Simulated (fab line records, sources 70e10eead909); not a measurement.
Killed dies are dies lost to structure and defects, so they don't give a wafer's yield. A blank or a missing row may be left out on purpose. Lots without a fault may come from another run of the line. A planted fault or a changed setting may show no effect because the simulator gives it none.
fab line records | flow nand_harc
record lots=6 wafers=17 last_day=27
route steps=1159 shown A_CONTACT@848 END@1159
lots that met no fault: from a run of the same line without faults
start_h: hours from the record's first day to the start of the lot's first wafer shown | wait_h: hours since the lot's step before | " the same as in the row above | L1.1+2: a row that stands for several wafers | - no value, or no start given | * or withheld: withheld | < > ~ a bound
route shown NAME@n: a module of which the file shows steps, and the number in the route of the first | usual: mean/standard deviation of fault-free wafers | same: alike in all rows | chamber/n: place in a boat | sites: the reading at each site | _std_site: their standard deviation | _edge_site: outer sites' mean less inner sites' | radius_mm: how far each site lies from the wafer's centre | mask NAME#n: copy n | behind: the tool/chamber that last shaped the wafer | hold: why the lot was held/for how many hours/how that ended | device: the transistor (n, p or np) that didn't switch | end of line: the same wafers' tests at the end of the route | a step without rows: its recipe alone | killed: dies lost to structure and defects at the first sort, not the wafer's yield | map: a wafer's dies, x killed, . not, _ none there
set.NAME: the setting as run; set.NAME@STEP: as run at that earlier step | model.NAME: the simulator's own value behind a step, which no gauge read
lots at some steps of the route; a table a step, a row a wafer
services: from which hour (start_h, from the record's first day; less than 0 if before it) a tool's chamber was out of use, for how many hours, and why
## steps
# step NHARC_A_CONTACT_COAT_36
# recipe spin_rpm=1500 resist_thk_nm=90
# step NHARC_A_CONTACT_SOFTBAKE_37
# recipe temp_c=105 time_s=55
# step NHARC_A_CONTACT_EBR_38
# step NHARC_A_CONTACT_EXPOSE_39
# recipe na=1.35 sigma_outer=0.8 dose_mj=58.79 mask_id=A_CC_3
# step NHARC_A_CONTACT_PEB_40
# recipe peb_temp_c=100 peb_time_s=65
# step NHARC_A_CONTACT_DEVELOP_41
# recipe develop_time_s=35 dev_temp_c=23
# step NHARC_A_CONTACT_CD_MEAS_42
# recipe target_cd_nm=200 landing_energy_ev=500
# usual cd_nm=199.9/0.55
# columns lot.wafer tool chamber start_h wait_h cd_nm
L138.2 cd_sem-02 0 429.99 - 199.0
L138.3 " 0 " " 199.3
L138.6 " 0 " " 199.0
L140.3 cd_sem-02 0 478.67 - 199.8
L140.5 " 0 " " 200.0
L140.6 " 0 " " 200.1
L149.4 cd_sem-02 0 505.04 - 200.1
L149.5 " 0 " " 200.4
L152.1 cd_sem-02 0 512.17 - 200.2
L152.3 " 0 " " 199.8
L152.4 " 0 " " 199.2
L157.1 cd_sem-01 0 541.59 - 200.9
L157.2 " 0 " " 200.9
L157.5 " 0 " " 200.2
L155.3 cd_sem-03 0 551.99 - 200.5
L155.4 " 0 " " 200.4
L155.5 " 0 " " 200.8
# step NHARC_A_CONTACT_OVL_MEAS_43
# usual overlay_x_nm=-0.1/0.77 overlay_y_nm=0.2/0.91
# columns lot.wafer tool chamber start_h wait_h overlay_x_nm overlay_y_nm
L138.2 overlay-02 - 430.07 - 0.7 1.9
L138.3 " - " " 0.6 1.8
L138.6 " - " " 0.5 2.0
L140.3 overlay-02 - 478.76 - 0.0 -0.8
L140.5 " - " " 0.0 -0.2
L140.6 " - " " -1.2 -0.9
L149.4 overlay-01 - 505.13 - 0.0 0.3
L149.5 " - " " 0.2 0.9
L152.1 overlay-02 - 512.26 - -0.1 0.3
L152.3 " - " " -0.1 0.9
L152.4 " - " " -0.6 0.2
L157.1 overlay-01 - 541.68 - -0.7 -0.1
L157.2 " - " " -0.5 -0.6
L157.5 " - " " -0.7 -0.2
L155.3 overlay-02 - 552.07 - -0.6 -0.7
L155.4 " - " " -0.6 -0.8
L155.5 " - " " 0.2 0.0
# step NHARC_A_CONTACT_INSPECT_44
# usual raw_defect_count=27/13
# columns lot.wafer tool chamber start_h wait_h raw_defect_count
L138.2 defect_inspect-01 - 430.11 0.0 26
L138.3 " - " " 38
L138.6 " - " " 25
L140.3 defect_inspect-01 - 478.79 0.0 12
L140.5 " - " " 19
L140.6 " - " " 15
L149.4 defect_inspect-01 - 505.16 0.0 25
L149.5 " - " " 22
L152.1 defect_inspect-01 - 512.30 0.0 26
L152.3 " - " " 32
L152.4 " - " " 35
L157.1 defect_inspect-02 - 541.72 0.0 31
L157.2 " - " " 34
L157.5 " - " " 25
L155.3 defect_inspect-02 - 552.11 0.0 30
L155.4 " - " " 49
L155.5 " - " " 37
# step NHARC_A_CONTACT_DESCUM_47
# recipe time_s=3 o2_flow_sccm=200 ar_flow_sccm=0 bias_power_w=0 chemistry=O2
# usual drypump_motor_current_A=5.6/0.3 oes_product_au=1.001/0.0075 rf_vpp_V=57.6/0.91 showerhead_plenum_p_Torr=1.86/0.058 throttle_valve_pct=11.311/0.0096
# columns lot.wafer tool chamber start_h wait_h drypump_motor_current_A oes_product_au rf_hours_counter_h rf_vpp_V showerhead_plenum_p_Torr throttle_valve_pct
L138.3 rie_diel-11 3 430.18 0.1 5.7 1.027 17 55.9 1.85 11.309
L138.2 " 1 " " 5.7 1.017 18 58.2 1.92 11.318
L138.6 " 3 " " 5.7 1.010 - 56.8 1.86 11.301
L140.3 rie_diel-11 3 478.87 0.1 5.7 1.009 33 58.2 1.85 11.306
L140.6 " 1 " " 5.7 0.994 - 57.5 1.92 11.311
L140.5 " 2 " " 5.7 1.005 - 56.4 1.85 11.333
L149.4 rie_diel-11 1 505.24 0.1 5.7 1.012 42 57.7 1.91 11.301
L149.5 " 0 " " 5.5 1.000 - 56.8 1.77 11.316
L152.3 rie_diel-11 1 512.36 0.1 5.7 0.994 45 58.1 1.91 11.311
L152.1 " 2 " " 5.8 0.991 46 57.4 1.85 11.291
L152.4 " 0 " " 5.5 0.998 43 57.4 1.77 11.327
L157.1 rie_diel-04 0 541.79 0.1 5.6 0.995 15 55.3 1.78 11.307
L157.2 " 2 " " 5.6 0.988 14 57.5 1.88 11.296
L157.5 " 3 " " 4.9 0.994 - 57.5 1.91 11.313
L155.3 rie_diel-13 1 552.17 0.1 5.4 1.004 37 57.6 1.84 11.291
L155.4 " 0 " " 5.5 1.006 30 58.3 1.92 11.301
L155.5 " 2 " " 5.7 0.998 - 56.6 1.77 11.307
# step NHARC_A_CONTACT_ETCH_48
# recipe target_depth_a=390 over_etch_frac=0.3 time_s=65 ion_energy_ev=80 cf4_flow_sccm=150 ar_flow_sccm=0 rf_w=300 bias_w=100 chemistry=CF4
# usual drypump_motor_current_A=5.6/0.33 oes_product_au=1.001/0.0061 rf_vpp_V=150.8/1.1 run_length_s=86.4/0.47 showerhead_plenum_p_Torr=1.73/0.054 throttle_valve_pct=13.284/0.0094
# same over_etch_frac=0.3
# columns lot.wafer tool chamber start_h wait_h drypump_motor_current_A oes_product_au rf_hours_counter_h rf_vpp_V run_length_s showerhead_plenum_p_Torr throttle_valve_pct
L138.3 rie_diel-11 0 430.25 0.1 5.5 1.014 18 149.5 86.1 1.66 13.281
L138.2 " 1 " " 5.7 1.015 18 151.1 87.0 1.78 13.271
L138.6 " 0 " " 5.5 1.002 - 149.1 86.2 1.66 13.285
L140.3 rie_diel-11 3 478.99 0.1 5.7 1.005 33 152.5 86.1 1.71 13.268
L140.5 " 3 " " 5.7 1.002 - 148.9 86.1 1.71 13.286
L140.6 " 0 " " 5.5 0.997 - 149.5 86.4 1.65 13.295
L149.4 rie_diel-11 2 505.33 0.1 5.8 0.999 43 149.2 86.6 1.72 13.285
L149.5 " 0 " " 5.5 0.994 - 149.8 86.7 1.65 13.266
L152.3 rie_diel-11 3 512.44 0.1 5.8 1.009 44 151.1 86.8 1.71 13.275
L152.1 " 1 " " 5.7 1.000 45 152.2 87.4 1.77 13.283
L152.4 " 2 " " 5.8 1.008 46 150.1 86.6 1.71 13.272
L157.1 rie_diel-04 3 541.87 0.1 4.9 0.994 14 151.4 85.7 1.77 13.279
L157.2 " 1 " " 5.8 1.002 12 150.4 86.6 1.75 13.269
L157.5 " 3 " " 4.9 0.999 - 151.5 86.3 1.77 13.290
L155.3 rie_diel-13 2 552.26 0.1 5.7 1.001 39 149.9 85.9 1.65 13.289
L155.4 " 3 " " 6.5 1.008 38 152.2 86.9 1.88 13.292
L155.5 " 2 " " 5.7 1.008 - 150.4 86.3 1.65 13.294
# step NHARC_A_CONTACT_ETCH_49
# recipe target_depth_a=2600 over_etch_frac=0.3 time_s=475.3 ion_energy_ev=200 n2_flow_sccm=150 h2_flow_sccm=150 ar_flow_sccm=0 rf_w=400 bias_w=150 chemistry=N2/H2
# usual drypump_motor_current_A=5.6/0.3 n2_flow_sccm=150.1/0.46 oes_product_au=1.001/0.0068 rf_vpp_V=429.0/2 run_length_s=496.6/0.48 showerhead_plenum_p_Torr=1.98/0.064 throttle_valve_pct=14.171/0.0089
# same over_etch_frac=0.3
# columns lot.wafer tool chamber start_h wait_h drypump_motor_current_A n2_flow_sccm oes_product_au rf_hours_counter_h rf_vpp_V run_length_s showerhead_plenum_p_Torr throttle_valve_pct
L138.3 rie_diel-11 0 - - 5.5 150.8 1.001 18 427.2 497.0 1.89 14.163
L138.2 " 1 " " 5.7 150.6 1.004 18 430.1 497.3 2.05 14.181
L138.6 " 0 " " 5.5 151.3 1.010 - 427.6 497.2 1.89 14.164
L140.3 rie_diel-11 2 - - 5.8 150.1 1.002 33 427.8 496.6 1.97 14.176
L140.6 " 1 " " 5.7 150.4 1.003 - 430.8 497.4 2.04 14.176
L140.5 " 2 " " 5.8 149.8 0.994 - 427.3 496.6 1.97 14.180
L149.4 rie_diel-11 0 - - 5.5 150.0 1.002 41 426.1 496.8 1.89 14.152
L149.5 " 2 " " 5.8 149.9 1.013 - 428.4 496.5 1.97 14.179
L152.1 rie_diel-11 2 - - 5.8 149.5 0.997 46 427.7 496.5 1.97 14.168
L152.3 " 3 " " 5.8 150.6 1.000 44 429.3 496.3 1.97 14.176
L152.4 " 0 " " 5.5 150.0 1.000 43 426.5 496.7 1.89 14.181
L157.2 rie_diel-04 3 - - 5.0 150.2 1.001 15 431.4 496.3 2.04 14.161
L157.1 " 2 " " 5.7 150.0 0.999 14 428.8 496.9 2.00 14.174
L157.5 " 3 " " 4.9 150.1 0.998 - 429.9 496.0 2.04 14.174
L155.4 rie_diel-13 1 - - 5.4 150.4 0.998 37 428.5 496.2 1.96 14.176
L155.3 " 3 " " 6.5 150.3 1.009 38 434.1 496.8 2.18 14.188
L155.5 " 2 " " 5.7 149.5 0.999 - 425.3 496.1 1.88 14.161
# step NHARC_A_CONTACT_ETCH_50
# recipe target_depth_a=847 time_s=42.4 cf4_flow_sccm=100 chf3_flow_sccm=30 ar_flow_sccm=0 rf_w=500 bias_w=200 chemistry=CF4/CHF3
# usual chf3_flow_sccm=30.00/0.086 drypump_motor_current_A=5.58/0.3 oes_product_au=0.955/0.019 rf_vpp_V=369.1/1.8 run_length_s=63.7/0.47 showerhead_plenum_p_Torr=1.53/0.045 throttle_valve_pct=16.802/0.009
# columns lot.wafer tool chamber start_h wait_h chf3_flow_sccm drypump_motor_current_A oes_product_au rf_hours_counter_h rf_vpp_V run_length_s showerhead_plenum_p_Torr throttle_valve_pct
L138.2 rie_diel-11 3 430.70 - 29.93 5.74 0.964 17 368.8 63.6 1.53 16.797
L138.3 " 0 " " 30.07 5.48 0.977 18 367.7 64.2 1.47 16.800
L138.6 " 2 " " 30.13 5.76 0.967 - 370.5 63.6 1.53 16.802
L140.3 rie_diel-11 3 479.55 - 30.07 5.75 0.947 34 368.1 63.7 1.52 16.791
L140.6 " 2 " " 29.97 5.75 0.932 - 368.3 63.9 1.53 16.798
L140.5 " 3 " " 29.96 5.74 0.944 - 370.6 63.6 1.52 16.804
L149.4 rie_diel-11 3 505.76 - 29.94 5.73 0.928 42 369.5 57.0 1.52 16.795
L149.5 " 1 " " 29.95 5.69 0.934 - 367.8 57.3 1.57 16.803
L152.4 rie_diel-11 3 512.94 - 29.97 5.73 0.931 44 367.6 56.5 1.52 16.789
L152.3 " 0 " " 29.96 5.49 0.935 43 366.5 64.2 1.46 16.811
L152.1 " 1 " " 29.93 5.68 0.928 46 370.0 64.6 1.57 16.806
L157.2 rie_diel-04 0 542.36 - 30.13 5.55 0.960 16 368.2 63.0 1.47 16.814
L157.1 " 1 " " 29.99 5.83 0.972 12 370.5 64.0 1.56 16.808
L157.5 " 0 " " 30.10 5.55 0.969 - 368.0 63.2 1.47 16.804
L155.3 rie_diel-13 1 552.84 - 29.94 5.34 0.924 37 370.5 63.1 1.51 16.802
L155.4 " 2 " " 30.01 5.72 0.929 39 365.4 63.2 1.46 16.806
L155.5 " 1 " " 29.97 5.33 0.925 - 369.0 63.1 1.51 16.805
# step NHARC_A_CONTACT_ETCH_51
# recipe target_depth_a=36000 over_etch_frac=0.3 time_s=936 ion_energy_ev=150 o2_flow_sccm=400 cos_flow_sccm=20 ar_flow_sccm=0 rf_w=500 bias_w=300 chemistry=O2/COS
# usual drypump_motor_current_A=5.59/0.29 oes_product_au=1.000/0.0065 rf_vpp_V=312.9/1.6 run_length_s=957.3/0.46 showerhead_plenum_p_Torr=3.04/0.091 throttle_valve_pct=28.331/0.0089
# same over_etch_frac=0.3
# columns lot.wafer tool chamber start_h wait_h drypump_motor_current_A oes_product_au rf_hours_counter_h rf_vpp_V run_length_s showerhead_plenum_p_Torr throttle_valve_pct
L138.3 rie_diel-11 2 - - 5.74 1.005 17 311.8 957.2 3.04 28.339
L138.2 " 3 " " 5.76 1.001 17 314.1 957.1 3.03 28.347
L138.6 " 0 " " 5.49 1.003 - 311.3 957.4 2.92 28.329
L140.3 rie_diel-11 0 - - 5.49 1.002 34 310.8 957.0 2.91 28.318
L140.5 " 0 " " 5.50 0.998 - 312.0 958.0 2.91 28.332
L140.6 " 1 " " 5.72 0.999 - 313.2 958.0 3.13 28.317
L149.4 rie_diel-11 2 - - 5.79 0.997 43 311.8 957.3 3.03 28.325
L149.5 " 0 " " 5.50 1.004 - 311.4 957.1 2.91 28.337
L152.1 rie_diel-11 3 - - 5.74 1.012 44 313.6 957.4 3.02 28.318
L152.4 " 0 " " 5.51 0.998 44 310.4 957.5 2.91 28.330
L152.3 " 2 " " 5.78 0.997 47 312.0 957.5 3.02 28.333
L157.2 rie_diel-04 0 - - 5.56 1.000 16 310.6 956.7 2.92 28.335
L157.1 " 3 " " 4.94 0.986 15 313.9 957.1 3.12 28.357
L157.5 " 0 " " 5.57 0.998 - 310.6 956.9 2.92 28.320
L155.4 rie_diel-13 3 - - 6.54 1.003 38 318.9 957.5 3.32 28.342
L155.3 " 0 " " 5.44 0.999 30 313.7 957.5 3.14 28.342
L155.5 " 2 " " 5.71 0.990 - 311.1 957.2 2.90 28.331
# step NHARC_END_SORT_01
# recipe temp_c=25
# usual killed_at_array=28/11 killed_at_other=0.9/1.2 killed_at_periphery=2.6/2.1 killed_dies=31/11 killed_open=3.1/1.7 killed_short=1.9/1.3
# same gross_dies=677
# columns lot.wafer tool chamber start_h wait_h killed_at_array killed_at_other killed_at_periphery killed_dies killed_open killed_short
L138.2 prober-02 0 511.19 2.8 34 0 3 37 2 1
L138.3 prober-02 0 511.99 3.1 29 0 2 31 1 0
L138.6 prober-02 0 514.37 4.0 29 2 1 32 2 1
L140.3 prober-02 0 573.94 3.1 14 0 1 15 1 3
L140.5 prober-02 0 575.55 3.7 20 2 1 23 3 3
L140.6 prober-02 0 576.36 4.0 17 1 3 21 3 2
L149.4 prober-02 0 600.79 3.4 30 0 2 32 4 2
L149.5 prober-02 0 601.58 3.7 21 4 3 28 3 2
L152.1 prober-02 0 613.92 2.5 27 0 3 30 4 1
L152.3 prober-02 0 615.52 3.1 34 0 5 39 6 1
L152.4 prober-02 0 616.32 3.4 35 0 1 36 3 3
# killed by level:class
L138.2 A_CHANNEL_HOLE_D1:chamber_film_flake=14 A_SLIT:chamber_film_flake=8 A_CONTACT:chamber_film_flake=5 A_WL_FILL:chamber_film_flake=4 P_M0:geometric_particle:short=1 A_SGD_CUT:geometric_particle:open=1 A_SLIT:geometric_particle:open=1 P_GATE:chamber_film_flake=1
L138.3 A_CHANNEL_HOLE_D1:chamber_film_flake=15 A_SLIT:chamber_film_flake=4 A_STAIRCASE:chamber_film_flake=3 A_WL_FILL:chamber_film_flake=3 A_CONTACT:chamber_film_flake=3 P_STI:chamber_film_flake=2 A_BLC:geometric_particle:open=1
L138.6 A_CHANNEL_HOLE_D1:chamber_film_flake=14 A_SLIT:chamber_film_flake=10 A_CONTACT:chamber_film_flake=2 THIN_TSV:chamber_film_flake=2 P_CONTACT:geometric_particle:open=1 A_ONON_D1:geometric_particle:short=1 A_BLC:geometric_particle:open=1 A_STAIRCASE:chamber_film_flake=1
L140.3 A_CONTACT:chamber_film_flake=6 A_CHANNEL_HOLE_D1:chamber_film_flake=2 A_STAIRCASE:chamber_film_flake=2 P_GATE:geometric_particle:short=1 A_ONON_D1:geometric_particle:short=1 A_SGD_CUT:geometric_particle:open=1 A_WL_FILL:geometric_particle:short=1 A_CHANNEL_FILL_D1:chamber_film_flake=1
L140.5 A_CHANNEL_HOLE_D1:chamber_film_flake=5 A_STAIRCASE:chamber_film_flake=5 A_CHANNEL_FILL_D1:chamber_film_flake=3 A_CONTACT:chamber_film_flake=2 P_M0:geometric_particle:open=1 A_WL_FILL:geometric_particle:short=1 A_CONTACT:geometric_particle:short=1 A_BLC:geometric_particle:open=1
L140.6 A_CHANNEL_HOLE_D1:chamber_film_flake=7 A_STAIRCASE:chamber_film_flake=4 A_CONTACT:chamber_film_flake=3 P_M0:geometric_particle:open=1 P_M2:geometric_particle:open=1 A_CHANNEL_HOLE_D1:geometric_particle:short=1 A_WL_FILL:geometric_particle:short=1 STARTING-WAFER:geometric_particle:open=1
L149.4 A_SLIT:chamber_film_flake=14 A_CHANNEL_HOLE_D1:chamber_film_flake=6 A_CONTACT:chamber_film_flake=5 A_SGD_CUT:geometric_particle:open=2 P_M0:geometric_particle:short=1 P_M1:geometric_particle:open=1 A_CONTACT:geometric_particle:open=1 A_M0:geometric_particle:short=1
L149.5 A_SLIT:chamber_film_flake=9 A_CONTACT:chamber_film_flake=5 THIN_TSV:chamber_film_flake=4 P_CONTACT:geometric_particle:open=2 A_CHANNEL_FILL_D1:geometric_particle:short=2 A_CHANNEL_HOLE_D1:chamber_film_flake=2 A_CONTACT:area_etch=2 A_CONTACT:geometric_particle:open=1
L152.1 A_CHANNEL_HOLE_D1:chamber_film_flake=18 A_CONTACT:chamber_film_flake=4 P_GATE:geometric_particle:open=2 A_STAIRCASE:chamber_film_flake=2 P_M0:geometric_particle:open=1 A_CHANNEL_FILL_D1:geometric_particle:short=1 A_CHANNEL_FILL_D1:geometric_particle:open=1 A_BONDPAD:chamber_film_flake=1
L152.3 A_CHANNEL_HOLE_D1:chamber_film_flake=22 A_CONTACT:chamber_film_flake=6 P_GATE:chamber_film_flake=2 P_GATE:geometric_particle:open=1 P_CONTACT:geometric_particle:open=1 A_ONON_D1:geometric_particle:short=1 A_ONON_D1:geometric_particle:open=1 A_SGD_CUT:geometric_particle:open=1
L152.4 A_CHANNEL_HOLE_D1:chamber_film_flake=22 A_CONTACT:chamber_film_flake=6 A_SOURCE_PLATE:geometric_particle:short=1 A_ONON_D1:geometric_particle:open=1 A_ONON_D1:geometric_particle:short=1 A_CHANNEL_FILL_D1:geometric_particle:open=1 A_SGD_CUT:geometric_particle:open=1 A_WL_FILL:geometric_particle:short=1
## services
# columns tool chamber start_h hours kind
rie_diel-11 0 424.72 - clean
rie_diel-11 1 424.72 - clean
rie_diel-11 2 424.72 - clean
rie_diel-11 3 424.72 - clean
rie_diel-04 0 442.08 2.6 repair
rie_diel-04 3 443.11 8.3 repair
rie_diel-11 0 449.22 - clean
rie_diel-11 1 449.22 - clean
rie_diel-11 2 449.22 - clean
rie_diel-11 3 449.22 - clean
rie_diel-04 3 451.85 2.1 repair
rie_diel-13 - 453.20 9.0 pm
rie_diel-04 - 465.98 9.0 pm
rie_diel-13 0 466.52 6.0 repair
rie_diel-11 0 473.72 - clean
rie_diel-11 1 473.72 - clean
rie_diel-11 2 473.72 - clean
rie_diel-11 3 473.72 - clean
rie_diel-04 1 479.75 6.5 repair
rie_diel-04 1 494.32 8.7 repair
rie_diel-11 0 498.22 - clean
rie_diel-11 1 517.78 3.9 repair
rie_diel-11 0 535.52 6.0 repair
rie_diel-11 - 546.17 9.0 pm
## key
first_sign step=NHARC_A_CONTACT_ETCH_50 reading=run_length_s direction=down sigmas=14 usual=* struck=*
effect none on later readings
met_at NHARC_A_CONTACT_ETCH_50
struck_wafers L149.4,L149.5,L152.4
tester_left_out L149,L152
onset_between 479.55 505.76
fault kind=process_parameter_drift tool=rie_diel-11 chamber=- onset_h=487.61 steps=NHARC_A_CONTACT_ETCH_50 channel=time_s offset=* shape=step end_h=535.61 scope=struck_wafers_only acts_in=* stated=*
# tester_left_out: of these lots the tester's yield and bins aren't shown, on N5 and GAA mostly nor the transistor test; their killed dies are dies lost to structure and defects alone, not to doping, threshold or leakage, so they don't give the yield
